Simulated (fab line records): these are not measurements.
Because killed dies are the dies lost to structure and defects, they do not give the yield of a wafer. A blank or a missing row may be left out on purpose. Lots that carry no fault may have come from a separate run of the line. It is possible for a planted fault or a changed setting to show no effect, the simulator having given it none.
fab line records    flow n5Finfet
[record] lots = 10  wafers = 30  lastDay = 16
route steps=1938 shown BEOL_M3@1003 BEOL_M4@1111 PASSIVATION@1936
lots that met no fault: taken from a fault-free run of the same line
startH: start of the lot's first displayed wafer, in hours after the record's first day    waitH: hours since the lot's step before    " unchanged from the row above    L1.1+2: one row covering several wafers at once    - either no value or no given start    * or withheld: withheld    < > ~ a bound
route shown NAME@n: NAME is a module with steps in the file, n the number in the route of the first one    usual: mean and standard deviation over wafers with no fault    same: alike in all rows    chamber/n: place in a boat    sites: the reading at each site    _std_site: standard deviation across them    _edge_site: outer sites' mean less inner sites'    radiusMm: how far each site lies from the wafer's centre    mask NAME#n: copy n    behind: the last tool/chamber to shape the wafer    hold: cause of the lot's hold/its duration in hours/its outcome    device: the n, p or np transistor that did not switch    end of line: at the end of the route, the tests of the same wafers    step lacking rows: just its recipe    killed: dies that structure and defects cost at the first sort, which is not the same as the wafer's yield    map: a wafer's dies, x killed, . not, _ none there
set.NAME: setting as actually run; set.NAME@STEP: the setting as run at that earlier step    model.NAME: the simulator's own value behind a step, which no gauge read
the route's steps for a sample of lots (tables are steps, rows are wafers)
services: when a tool's chamber went out of use (startH, in hours from the record's first day, below 0 if earlier), for how many hours, and the reason
[[steps]]
[step N5_BEOL_M3_ANNEAL_89]
[recipe] tempC = 400  timeS = 240  ambient = vacuum
[usual] heaterPowerW = 798/79
lot.wafer  tool           chamber  startH  waitH  heaterPowerW
L514.2     pvdSputter-03  -        156.02  0.0    806
L514.3     "              -        "       "      723
L514.5     "              -        "       "      736
L515.3     pvdSputter-02  -        158.43  0.0    867
L515.5     "              -        "       "      793
L515.6     "              -        "       "      872
L519.2     pvdSputter-03  -        186.62  0.0    728
L519.5     "              -        "       "      739
L519.6     "              -        "       "      759
L520.2     pvdSputter-02  -        190.43  0.0    859
L520.4     "              -        "       "      799
L520.5     "              -        "       "      908
L522.1     pvdSputter-03  -        205.00  0.0    767
L522.3     "              -        "       "      716
L522.4     "              -        "       "      816
L523.2     pvdSputter-03  -        209.70  0.0    737
L523.3     "              -        "       "      801
L523.4     "              -        "       "      725
L528.1     pvdSputter-01  -        239.64  0.0    771
L528.2     "              -        "       "      718
L528.3     "              -        "       "      747
L533.1     pvdSputter-03  -        270.93  0.0    787
L533.2     "              -        "       "      779
L533.4     "              -        "       "      732
L532.1     pvdSputter-01  -        274.58  0.0    940
L532.2     "              -        "       "      743
L532.5     "              -        "       "      785
L534.1     pvdSputter-03  -        277.49  0.0    737
L534.3     "              -        "       "      742
L534.4     "              -        "       "      799
[step N5_BEOL_M3_SPUTTER_90]
[recipe] material = Cu  targetThkA = 45  tempC = -20  chamberPressurePa = 0.07  powerW = withheld  timeS = 8.29
[usual] chuckGasFlowSccm = 1.27/0.056  throttleValvePct = 29.9/1.5
lot.wafer  tool           chamber  startH  waitH  chuckGasFlowSccm  throttleValvePct
L514.2     pvdSputter-03  -        156.16  0.1    1.30              30.1
L514.3     "              -        "       "      1.22              32.7
L514.5     "              -        "       "      1.15              32.7
L515.3     pvdSputter-02  -        158.57  0.1    1.38              31.6
L515.5     "              -        "       "      1.24              30.5
L515.6     "              -        "       "      1.24              31.6
L519.2     pvdSputter-03  -        186.76  0.1    1.29              28.5
L519.5     "              -        "       "      1.25              32.6
L519.6     "              -        "       "      1.28              28.7
L520.2     pvdSputter-02  -        190.57  0.1    1.30              31.5
L520.4     "              -        "       "      1.27              29.9
L520.5     "              -        "       "      1.36              31.5
L522.1     pvdSputter-03  -        205.14  0.1    1.15              28.6
L522.3     "              -        "       "      1.23              32.7
L522.4     "              -        "       "      1.25              29.8
L523.2     pvdSputter-03  -        209.84  0.1    1.25              32.7
L523.3     "              -        "       "      1.33              29.9
L523.4     "              -        "       "      1.27              28.0
L528.1     pvdSputter-01  -        239.78  0.1    1.26              30.5
L528.2     "              -        "       "      1.24              27.3
L528.3     "              -        "       "      1.22              29.1
L533.1     pvdSputter-03  -        271.07  0.1    1.27              30.0
L533.2     "              -        "       "      1.34              28.8
L533.4     "              -        "       "      1.33              28.0
L532.1     pvdSputter-01  -        274.72  0.1    1.21              30.8
L532.2     "              -        "       "      1.34              27.2
L532.5     "              -        "       "      1.27              30.7
L534.1     pvdSputter-03  -        277.63  0.1    1.26              32.7
L534.3     "              -        "       "      1.27              27.9
L534.4     "              -        "       "      1.28              29.7
[step N5_BEOL_M3_CMP_52]
[recipe] stopOn = SiOC  tOverpolishS = 6.8  downForcePsi = 1  platenRpm = 50  clearingPlatenDownForcePsi = 1.5  clearingPlatenRpm = 50  postCmpClean = cuAlkaline  targetThkNm = 40  clearingPlatenPadVelocityMS = 0.99484  padVelocityMS = 0.99484
[usual] barrierFieldEndpointS = 24.6/0.83  headPressurePsi = 0.9999/0.0022  motorCurrentA = 5.9/0.68  overpolishRunS = 6.801/0.0091  padLifeWafers = 926/680  slurryFlowMlMin = 150.1/0.46  timeToEndpointS = 63/4.5
lot.wafer  tool    chamber  startH  waitH  barrierFieldEndpointS  headPressurePsi  motorCurrentA  overpolishRunS  padLifeWafers  slurryFlowMlMin  timeToEndpointS
L514.3     cmp-03  1        158.91  0.3    24.9                   0.9988           5.5            6.785           1609           150.0            71
L514.2     "       3        "       "      25.1                   1.0005           5.3            6.822           1611           149.9            68
L514.5     "       0        "       "      24.4                   0.9994           5.2            6.792           -              150.1            60
L515.3     cmp-01  3        160.13  0.3    24.6                   1.0010           6.7            6.805           1952           149.9            64
L515.6     "       1        "       "      25.0                   1.0017           5.5            6.807           -              150.1            64
L515.5     "       2        "       "      24.3                   0.9993           4.6            6.802           -              150.6            61
L519.2     cmp-03  1        188.18  0.5    24.5                   0.9994           5.6            6.808           1927           149.5            63
L519.6     "       0        "       "      24.3                   0.9979           5.6            6.801           -              151.1            55
L519.5     "       1        "       "      24.9                   1.0007           5.7            6.806           -              149.9            64
L520.2     cmp-03  2        191.77  0.2    13.9                   1.0004           7.1            6.820           1969           149.5            39
L520.4     "       3        "       "      24.7                   1.0052           5.4            6.792           1970           150.1            62
L520.5     "       1        "       "      13.9                   1.0007           5.5            6.799           -              148.7            36
L522.3     cmp-03  1        206.48  0.2    23.0                   1.0028           5.8            6.802           48             150.2            59
L522.4     "       3        "       "      24.1                   1.0015           5.0            6.811           50             150.0            60
L522.1     "       0        "       "      12.5                   1.0028           5.7            6.808           51             151.5            26
L523.2     cmp-02  3        211.04  0.3    23.9                   1.0026           6.1            6.783           157            150.3            62
L523.3     "       0        "       "      22.9                   0.9994           7.0            6.805           158            149.7            56
L523.4     "       1        "       "      24.5                   1.0014           7.2            6.793           159            150.6            64
L528.2     cmp-02  2        240.93  0.2    25.4                   0.9975           6.4            6.801           402            150.2            65
L528.1     "       3        "       "      25.3                   0.9995           6.4            6.801           403            149.9            62
L528.3     "       0        "       "      24.1                   1.0012           6.9            6.808           404            149.4            58
L533.1     cmp-03  3        272.26  0.3    24.1                   0.9985           4.8            6.815           541            150.1            57
L533.4     "       0        "       "      23.2                   0.9969           5.8            6.790           542            149.3            54
L533.2     "       1        "       "      24.1                   0.9983           5.7            6.814           543            150.0            61
L532.2     cmp-01  1        277.46  1.8    25.3                   0.9980           5.9            6.812           841            150.0            64
L532.1     "       2        "       "      24.1                   0.9973           4.7            6.810           842            149.0            61
L532.5     "       1        "       "      25.5                   0.9985           6.0            6.814           -              150.3            64
L534.4     cmp-01  0        278.78  0.1    25.6                   1.0005           5.5            6.810           858            150.5            72
L534.3     "       1        "       "      25.3                   0.9972           5.9            6.790           859            150.6            66
L534.1     "       2        "       "      23.3                   1.0003           4.9            6.791           860            149.4            60
[step N5_BEOL_M4_RC_MEAS_101]
[usual] DIBL_N = 36.0/2.5  DIBL_P = 36.3/2.8  IOFF_N = 0.16/0.042  IOFF_P = 0.21/0.045  ION_N = 673/15  ION_P = 463/8.1  SS_N = 71.4/0.73  SS_P = 73.3/0.92  VT_N = 251/4.1  VT_P = -250/3.4
lot.wafer  tool       chamber  startH  waitH  DIBL_N[mV/V]  DIBL_P[mV/V]  IOFF_N[nA/um]  IOFF_P[nA/um]  ION_N[uA/um]  ION_P[uA/um]  SS_N[mV/dec]  SS_P[mV/dec]  VT_N[mV]  VT_P[mV]
L515.3     prober-01  0        170.01  0.3    34.4          34.2          0.14           0.20           661           462           71.1          72.6          253       -250
L515.5     "          0        "       "      34.8          34.2          0.14           0.21           662           463           71.2          72.7          250       -251
L515.6     "          0        "       "      34.3          33.2          0.13           0.19           651           459           71.4          72.0          252       -251
L514.2     prober-02  0        173.38  0.2    33.3          32.8          0.12           0.16           678           463           70.7          72.5          253       -254
L514.3     "          0        "       "      35.8          35.1          0.15           0.18           681           459           70.5          73.2          251       -255
L514.5     "          0        "       "      31.7          30.5          0.10           0.13           659           453           69.4          71.0          256       -257
L519.2     prober-01  0        201.20  0.2    34.9          36.7          0.14           0.19           651           447           70.6          73.5          250       -250
L519.5     "          0        "       "      38.7          41.8          0.22           0.27           687           470           72.4          75.0          247       -250
L519.6     "          0        "       "      33.5          35.7          0.13           0.19           681           466           71.0          72.7          251       -251
L520.2     prober-01  0        203.66  0.2    37.6          36.5          0.16           0.23           686           471           72.0          73.0          248       -247
L520.4     "          0        "       "      40.1          38.8          0.22           0.28           702           476           71.3          73.4          243       -246
L520.5     "          0        "       "      35.6          33.6          0.14           0.19           674           464           70.8          71.6          250       -250
L522.1     prober-01  0        217.55  0.0    34.2          35.2          0.16           0.23           682           471           70.8          72.9          246       -246
L522.3     "          0        "       "      36.0          37.6          0.18           0.27           687           472           71.3          74.4          248       -245
L522.4     "          0        "       "      34.7          36.7          0.15           0.25           667           469           71.9          72.9          253       -248
L523.2     prober-01  0        223.49  0.2    35.6          37.7          0.14           0.19           665           460           71.2          72.9          256       -253
L523.3     "          0        "       "      36.1          37.7          0.15           0.20           675           462           71.2          73.2          252       -251
L523.4     "          0        "       "      33.2          33.2          0.10           0.14           659           450           70.2          72.7          258       -257
L528.1     prober-02  0        253.17  0.0    37.6          37.1          0.15           0.21           679           462           72.0          73.2          253       -251
L528.2     "          0        "       "      38.5          38.4          0.18           0.25           692           474           71.8          73.8          248       -249
L528.3     "          0        "       "      38.4          37.4          0.15           0.21           668           459           72.0          74.4          250       -249
L533.1     prober-02  0        281.25  0.0    36.9          37.6          0.16           0.23           681           467           71.5          73.4          251       -247
L533.2     "          0        "       "      36.6          37.1          0.15           0.23           660           459           71.2          73.1          251       -248
L533.4     "          0        "       "      36.6          38.0          0.18           0.25           686           473           71.6          74.0          247       -245
L532.1     prober-02  0        287.84  0.0    37.8          37.4          0.16           0.20           669           454           71.5          73.2          250       -253
L532.2     "          0        "       "      37.6          36.8          0.15           0.19           669           452           71.2          72.4          252       -254
L532.5     "          0        "       "      41.4          42.1          0.22           0.28           677           463           73.0          73.5          248       -248
L534.1     prober-01  0        292.84  0.0    39.0          39.9          0.23           0.25           691           460           73.0          74.0          245       -250
L534.3     "          0        "       "      35.4          35.2          0.15           0.18           669           452           71.5          73.2          253       -254
L534.4     "          0        "       "      38.2          38.7          0.19           0.23           692           466           72.7          74.3          250       -251
[step N5_PASSIVATION_PROBE_49]
[usual] defectLimitedYield = 91.0/1.4  killed_at_M0_to_M3 = 36/11  killed_at_M4_up = 13/5.4  killedAtContacts = 12/6.4  killedAtFrontEnd = 41/13  killedAtOther = 2.9/2.3  killedDies = 106/17  killedOnRim = 14/3.9  killedOpen = 70/12  killedShort = 34/8.4  sort_bin_5_function = 5.2/1  sort_bin_6_memory = 3.4/0.63  sortNPass = 1074/18  sortYieldPct = 91.0/1.6
[same] grossDies = 1180  killedAtBackSide = 0  sort_bin_4_leakage[%] = 0  sort_bin_8_speed[%] = 0
lot.wafer  tool       chamber  startH  waitH  defectLimitedYield[%]  killed_at_M0_to_M3  killed_at_M4_up  killedAtContacts  killedAtFrontEnd  killedAtOther  killedDies  killedOnRim  killedOpen  killedShort  sort_bin_5_function[%]  sort_bin_6_memory[%]  sortNPass  sortYieldPct[%]
L515.3     prober-02  -        274.59  0.1    89.9                   30                  11               25                48                5              119         14           84          28           6.0                     3.9                   1061       89.9
L515.5     prober-02  -        274.69  0.2    90.8                   34                  14               37                23                0              108         10           79          26           5.9                     3.1                   1072       90.8
L515.6     prober-02  -        274.74  0.3    89.8                   39                  12               21                43                5              120         11           79          39           5.5                     4.1                   1060       89.8
L514.2     prober-02  -        275.20  0.1    92.5                   41                  14               9                 21                4              89          12           56          33           4.2                     3.3                   1091       92.5
L514.3     prober-02  -        275.25  0.1    92.6                   25                  9                17                33                3              87          14           51          31           3.5                     3.5                   1093       92.6
L514.5     prober-02  -        275.35  0.2    92.8                   32                  18               6                 28                1              85          9            63          22           4.7                     2.4                   1095       92.8
L520.2     prober-01  -        306.33  0.1    91.9                   27                  11               19                35                4              96          12           63          33           5.0                     2.7                   1084       91.9
L520.4     prober-01  -        306.43  0.2    93.1                   36                  7                7                 30                1              81          8            56          25           4.6                     2.3                   1099       93.1
L520.5     prober-01  -        306.48  0.2    91.4                   34                  16               16                34                2              102         11           71          29           4.9                     3.5                   1078       91.4
L519.2     prober-02  -        306.69  0.1    92.8                   35                  9                4                 33                4              85          8            62          23           4.0                     3.1                   1095       92.8
L519.5     prober-02  -        306.84  0.2    91.9                   37                  10               12                33                3              95          15           63          32           4.8                     2.9                   1085       91.9
L519.6     prober-02  -        306.89  0.3    91.4                   38                  18               11                34                1              102         19           67          35           4.8                     3.3                   1078       91.4
L522.1     prober-02  -        322.86  0.0    90.8                   39                  7                14                47                2              109         15           70          39           4.6                     4.3                   1071       90.8
L522.3     prober-02  -        322.96  0.1    92.0                   34                  3                16                36                5              94          15           57          36           4.0                     3.9                   1086       92.0
L522.4     prober-02  -        323.01  0.2    93.5                   20                  7                15                26                9              77          7            49          27           4.2                     2.2                   1103       93.5
L523.2     prober-01  -        323.73  0.1    92.2                   34                  16               11                31                0              92          11           64          26           4.5                     3.0                   1088       92.2
L523.3     prober-01  -        323.78  0.1    92.7                   26                  16               3                 38                3              86          11           53          29           4.3                     2.7                   1094       92.7
L523.4     prober-01  -        323.83  0.2    93.8                   18                  19               13                19                4              73          7            56          15           3.1                     3.1                   1107       93.8
L528.1     prober-01  -        360.00  0.0    91.4                   41                  6                6                 48                0              101         6            56          39           5.1                     2.9                   1079       91.4
L528.2     prober-01  -        360.05  0.1    90.4                   26                  15               5                 66                1              113         20           58          43           4.9                     3.8                   1067       90.4
L528.3     prober-01  -        360.10  0.1    90.8                   47                  3                11                46                1              108         14           62          36           5.2                     3.1                   1072       90.8
L533.1     prober-02  -        381.34  0.0    90.2                   55                  8                11                41                1              116         18           79          35           6.7                     2.7                   1064       90.2
L533.2     prober-02  -        381.39  0.1    90.0                   47                  12               15                43                1              118         15           74          41           6.2                     3.5                   1062       90.0
L533.4     prober-02  -        381.49  0.2    89.7                   48                  10               16                47                1              122         14           75          44           6.0                     3.6                   1058       89.7
L532.1     prober-01  -        386.64  0.0    89.3                   36                  7                33                50                0              126         8            77          49           6.7                     3.6                   1054       89.3
L532.2     prober-01  -        386.69  0.1    91.2                   29                  7                16                48                4              104         10           73          29           4.9                     3.7                   1076       91.2
L532.5     prober-01  -        386.84  0.2    90.6                   43                  9                18                41                0              111         10           74          34           5.6                     3.6                   1069       90.6
L534.1     prober-02  -        395.36  0.0    92.2                   30                  9                8                 43                2              92          18           76          16           4.8                     2.9                   1088       92.2
L534.3     prober-02  -        395.46  0.1    93.2                   17                  4                11                42                6              80          12           59          21           4.1                     2.7                   1100       93.2
L534.4     prober-02  -        395.51  0.2    92.9                   27                  15               8                 30                4              84          13           54          23           4.5                     1.9                   1096       92.9
// killed by level:class
L515.3 MOL_CONTACT_COAG:geometricParticle:open=20 DUMMY_GATE:geometricParticle:open=12 BEOL_M0_SAQP:geometricParticle:open=11 STI_FIN_REVEAL:geometricParticle:open=7 DUMMY_GATE:geometricParticle:short=7 FIN_SAQP:geometricParticle:open=6 BEOL_M2:geometricParticle:open=6 GATE_CUT:geometricParticle:open=4
L515.5 MOL_CONTACT_COAG:geometricParticle:open=32 BEOL_M0_SAQP:geometricParticle:short=8 BEOL_M0_SAQP:geometricParticle:open=7 BEOL_M1:geometricParticle:open=7 BEOL_M4:geometricParticle:open=6 DUMMY_GATE:geometricParticle:open=5 MOL_CONTACT_COAG:geometricParticle:short=5 STI_FIN_REVEAL:geometricParticle:open=4
L515.6 MOL_CONTACT_COAG:geometricParticle:open=16 DUMMY_GATE:geometricParticle:open=13 BEOL_M0_SAQP:geometricParticle:open=11 FIN_SAQP:geometricParticle:short=9 BEOL_M1:geometricParticle:open=7 BEOL_M0_SAQP:geometricParticle:short=6 MOL_CONTACT_COAG:geometricParticle:short=5 BEOL_M4:geometricParticle:open=5
L514.2 BEOL_M0_SAQP:geometricParticle:open=15 BEOL_M0_SAQP:geometricParticle:short=15 MOL_CONTACT_COAG:geometricParticle:open=8 FIN_SAQP:geometricParticle:open=5 BEOL_M1:geometricParticle:open=5 BEOL_M4:geometricParticle:open=5 STI_FIN_REVEAL:geometricParticle:open=4 GATE_CUT:geometricParticle:short=3
L514.3 MOL_CONTACT_COAG:geometricParticle:open=14 BEOL_M0_SAQP:geometricParticle:open=6 DUMMY_GATE:geometricParticle:open=5 GATE_CUT:geometricParticle:short=5 BEOL_M2:geometricParticle:open=5 BEOL_M0_SAQP:geometricParticle:short=4 BEOL_M1:geometricParticle:open=4 BEOL_M3:geometricParticle:open=4
L514.5 FIN_SAQP:geometricParticle:open=12 BEOL_M3:geometricParticle:open=10 BEOL_M0_SAQP:geometricParticle:open=7 MOL_CONTACT_COAG:geometricParticle:open=6 BEOL_M2:geometricParticle:open=6 BEOL_M4:geometricParticle:open=6 BEOL_M6:geometricParticle:open=5 FIN_SAQP:geometricParticle:short=4
L520.2 MOL_CONTACT_COAG:geometricParticle:open=17 GATE_CUT:geometricParticle:short=7 BEOL_M4:geometricParticle:open=7 STI_FIN_REVEAL:geometricParticle:open=6 BEOL_M3:geometricParticle:open=6 DUMMY_GATE:geometricParticle:open=5 FIN_SAQP:geometricParticle:short=4 BEOL_M2:geometricParticle:open=4
L520.4 BEOL_M2:geometricParticle:open=10 BEOL_M3:geometricParticle:open=10 BEOL_M1:geometricParticle:open=7 FIN_SAQP:geometricParticle:open=6 STARTING-WAFER:geometricParticle:short=5 MOL_CONTACT_COAG:geometricParticle:open=5 BEOL_M0_SAQP:geometricParticle:open=4 BEOL_M4:geometricParticle:open=4
L520.5 MOL_CONTACT_COAG:geometricParticle:open=13 BEOL_M3:geometricParticle:open=10 DUMMY_GATE:geometricParticle:open=9 BEOL_M4:geometricParticle:open=8 BEOL_M0_SAQP:geometricParticle:open=5 FIN_SAQP:geometricParticle:open=4 FIN_SAQP:geometricParticle:short=4 GATE_CUT:geometricParticle:short=4
L519.2 BEOL_M3:geometricParticle:open=19 FIN_SAQP:geometricParticle:open=10 GATE_CUT:geometricParticle:short=8 BEOL_M1:geometricParticle:open=4 BEOL_M3:geometricParticle:short=4 BEOL_M4:geometricParticle:open=4 GATE_CUT:geometricParticle:open=3 MOL_CONTACT_COAG:geometricParticle:open=3
L519.5 FIN_SAQP:geometricParticle:open=11 BEOL_M3:geometricParticle:open=11 BEOL_M0_SAQP:geometricParticle:open=10 MOL_CONTACT_COAG:geometricParticle:open=9 BEOL_M0_SAQP:geometricParticle:short=7 BEOL_M4:geometricParticle:open=6 FIN_SAQP:geometricParticle:short=5 STI_FIN_REVEAL:geometricParticle:open=5
L519.6 BEOL_M0_SAQP:geometricParticle:short=10 BEOL_M0_SAQP:geometricParticle:open=9 MOL_CONTACT_COAG:geometricParticle:open=8 BEOL_M4:geometricParticle:open=8 BEOL_M3:geometricParticle:open=6 FIN_SAQP:geometricParticle:open=5 GATE_CUT:geometricParticle:open=5 STARTING-WAFER:geometricParticle:open=5
L522.1 BEOL_M0_SAQP:geometricParticle:short=16 MOL_CONTACT_COAG:geometricParticle:open=14 DUMMY_GATE:geometricParticle:open=12 STI_FIN_REVEAL:geometricParticle:open=10 BEOL_M0_SAQP:geometricParticle:open=8 FIN_SAQP:geometricParticle:short=7 FIN_SAQP:geometricParticle:open=6 BEOL_M1:geometricParticle:open=6
L522.3 STI_FIN_REVEAL:geometricParticle:open=16 MOL_CONTACT_COAG:geometricParticle:open=13 BEOL_M2:geometricParticle:open=10 BEOL_M0_SAQP:geometricParticle:short=8 BEOL_M1:geometricParticle:short=4 FIN_SAQP:geometricParticle:open=3 STI_FIN_REVEAL:geometricParticle:short=3 DUMMY_GATE:geometricParticle:open=3
L522.4 MOL_CONTACT_COAG:geometricParticle:open=9 STI_FIN_REVEAL:geometricParticle:open=6 MOL_CONTACT_COAG:geometricParticle:short=6 BEOL_M1:geometricParticle:open=6 STARTING-WAFER:geometricParticle:short=6 BEOL_M0_SAQP:geometricParticle:short=5 DUMMY_GATE:geometricParticle:open=4 BEOL_M3:geometricParticle:open=4
L523.2 MOL_CONTACT_COAG:geometricParticle:open=9 STI_FIN_REVEAL:geometricParticle:open=9 BEOL_M0_SAQP:geometricParticle:open=9 BEOL_M1:geometricParticle:open=8 BEOL_M3:geometricParticle:open=6 DUMMY_GATE:geometricParticle:open=5 BEOL_M4:geometricParticle:open=5 STI_FIN_REVEAL:geometricParticle:short=4
L523.3 FIN_SAQP:geometricParticle:short=7 STI_FIN_REVEAL:geometricParticle:open=7 BEOL_M3:geometricParticle:open=7 BEOL_M5:geometricParticle:open=6 BEOL_M0_SAQP:geometricParticle:open=5 BEOL_M0:geometricParticle:open=5 STARTING-WAFER:geometricParticle:short=5 FIN_SAQP:geometricParticle:open=4
L523.4 MOL_CONTACT_COAG:geometricParticle:open=11 BEOL_M4:geometricParticle:open=8 BEOL_M1:geometricParticle:open=5 BEOL_M0_SAQP:geometricParticle:open=5 BEOL_M3:geometricParticle:open=5 STARTING-WAFER:geometricParticle:open=4 GATE_CUT:geometricParticle:short=3 STARTING-WAFER:geometricParticle:short=3
L528.1 FIN_SAQP:geometricParticle:short=12 BEOL_M1:geometricParticle:open=11 STI_FIN_REVEAL:geometricParticle:open=10 FIN_SAQP:geometricParticle:open=7 BEOL_M0_SAQP:geometricParticle:short=6 BEOL_M0:geometricParticle:open=5 HKMG_FIN:areaEtch=5 GATE_CUT:geometricParticle:short=4
L528.2 FIN_SAQP:geometricParticle:open=17 FIN_SAQP:geometricParticle:short=16 HKMG_FIN:areaEtch=8 STI_FIN_REVEAL:geometricParticle:open=7 BEOL_M1:geometricParticle:open=6 BEOL_M4:geometricParticle:open=6 BEOL_M1:geometricParticle:short=5 BEOL_M3:geometricParticle:open=5
L528.3 FIN_SAQP:geometricParticle:short=11 BEOL_M0_SAQP:geometricParticle:open=11 STI_FIN_REVEAL:geometricParticle:open=10 MOL_CONTACT_COAG:geometricParticle:open=8 BEOL_M0_SAQP:geometricParticle:short=8 HKMG_FIN:areaEtch=8 BEOL_M0:geometricParticle:open=7 FIN_SAQP:geometricParticle:open=5
L533.1 BEOL_M0_SAQP:geometricParticle:open=13 BEOL_M1:geometricParticle:open=12 BEOL_M2:geometricParticle:open=10 FIN_SAQP:geometricParticle:open=8 MOL_CONTACT_COAG:geometricParticle:open=8 FIN_SAQP:geometricParticle:short=7 STI_FIN_REVEAL:geometricParticle:open=7 DUMMY_GATE:geometricParticle:open=7
L533.2 MOL_CONTACT_COAG:geometricParticle:open=14 BEOL_M0_SAQP:geometricParticle:short=12 FIN_SAQP:geometricParticle:short=11 BEOL_M3:geometricParticle:open=9 BEOL_M1:geometricParticle:open=8 BEOL_M0_SAQP:geometricParticle:open=8 FIN_SAQP:geometricParticle:open=6 STI_FIN_REVEAL:geometricParticle:open=5
L533.4 FIN_SAQP:geometricParticle:short=17 BEOL_M0_SAQP:geometricParticle:open=17 MOL_CONTACT_COAG:geometricParticle:open=14 STI_FIN_REVEAL:geometricParticle:open=11 BEOL_M0_SAQP:geometricParticle:short=11 DUMMY_GATE:geometricParticle:open=8 BEOL_M1:geometricParticle:open=8 FIN_SAQP:geometricParticle:open=4
L532.1 MOL_CONTACT_COAG:geometricParticle:open=21 MOL_CONTACT_COAG:geometricParticle:short=12 FIN_SAQP:geometricParticle:open=9 FIN_SAQP:geometricParticle:short=9 STI_FIN_REVEAL:geometricParticle:open=8 BEOL_M2:geometricParticle:open=8 BEOL_M0_SAQP:geometricParticle:short=6 BEOL_M1:geometricParticle:open=6
L532.2 MOL_CONTACT_COAG:geometricParticle:open=12 BEOL_M2:geometricParticle:open=11 FIN_SAQP:geometricParticle:short=10 FIN_SAQP:geometricParticle:open=9 STI_FIN_REVEAL:geometricParticle:open=7 BEOL_M3:geometricParticle:open=7 DUMMY_GATE:geometricParticle:open=5 ILD0:geometricParticle:open=4
L532.5 MOL_CONTACT_COAG:geometricParticle:open=14 STI_FIN_REVEAL:geometricParticle:open=11 BEOL_M2:geometricParticle:open=10 FIN_SAQP:geometricParticle:open=8 BEOL_M3:geometricParticle:short=7 BEOL_M3:geometricParticle:open=7 BEOL_M0_SAQP:geometricParticle:open=5 BEOL_M2:geometricParticle:short=5
L534.1 STI_FIN_REVEAL:geometricParticle:open=15 BEOL_M3:geometricParticle:open=11 FIN_SAQP:geometricParticle:open=10 MOL_CONTACT_COAG:geometricParticle:open=8 BEOL_M0:geometricParticle:open=6 BEOL_M0_SAQP:geometricParticle:open=4 STARTING-WAFER:geometricParticle:open=4 FIN_SAQP:geometricParticle:short=3
L534.3 FIN_SAQP:geometricParticle:open=9 MOL_CONTACT_COAG:geometricParticle:open=9 STI_FIN_REVEAL:geometricParticle:open=8 BEOL_M1:geometricParticle:open=8 ILD0:geometricParticle:open=7 BEOL_M3:geometricParticle:open=5 STARTING-WAFER:geometricParticle:open=5 STI_FIN_REVEAL:geometricParticle:short=4
L534.4 BEOL_M3:geometricParticle:open=11 FIN_SAQP:geometricParticle:open=6 STI_FIN_REVEAL:geometricParticle:open=6 HKMG_FIN:areaEtch=6 BEOL_M2:geometricParticle:open=4 MOL_CONTACT_COAG:geometricParticle:short=4 MOL_CONTACT_COAG:geometricParticle:open=4 GATE_CUT:geometricParticle:short=3
[[services]]
tool    chamber  startH  hours  kind
cmp-01  -        137.81  0.4    repair
cmp-02  -        150.66  4.0    pm
cmp-02  -        154.66  -      consumableReplace:conditioner
cmp-02  -        154.66  -      consumableReplace:pad
cmp-02  -        167.63  0.6    repair
cmp-02  -        169.84  37.3   repair
cmp-01  -        172.71  4.0    pm
cmp-01  -        176.71  -      consumableReplace:conditioner
cmp-01  -        176.71  -      consumableReplace:pad
cmp-01  -        178.64  4.4    pm
cmp-03  -        185.35  0.9    repair
cmp-01  -        187.27  3.2    repair
cmp-03  -        198.21  4.0    pm
cmp-03  -        202.21  -      consumableReplace:conditioner
cmp-03  -        202.21  -      consumableReplace:pad
cmp-01  -        234.30  2.1    repair
cmp-03  -        242.22  1.0    repair
cmp-02  -        258.39  1.0    repair
cmp-02  -        274.75  4.3    pm
[[key]]
[firstSign] step = N5_BEOL_M3_CMP_52  reading = barrierFieldEndpointS  direction = down  sigmas = 13  usual = 24.6  struck = 13.4
[effect] step = N5_BEOL_M3_CMP_52  reading = timeToEndpointS  direction = down  sigmas = 6.5  usual = *  struck = *
metAt N5_BEOL_M3_CMP_52
struckLots L520,L522
struckWafers L520.2,L520.5,L522.1
notActingAt N5_BEOL_M3_ANNEAL_89,N5_BEOL_M3_SPUTTER_90
onsetBetween 188.18 191.77
[fault] kind = processParameterDrift  tool = cmp-03  chamber = -  onsetH = 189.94  steps = N5_BEOL_M3_CMP_52  channel = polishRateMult  offset = 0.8  shape = step  endH = 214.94  scope = struckWafersOnly
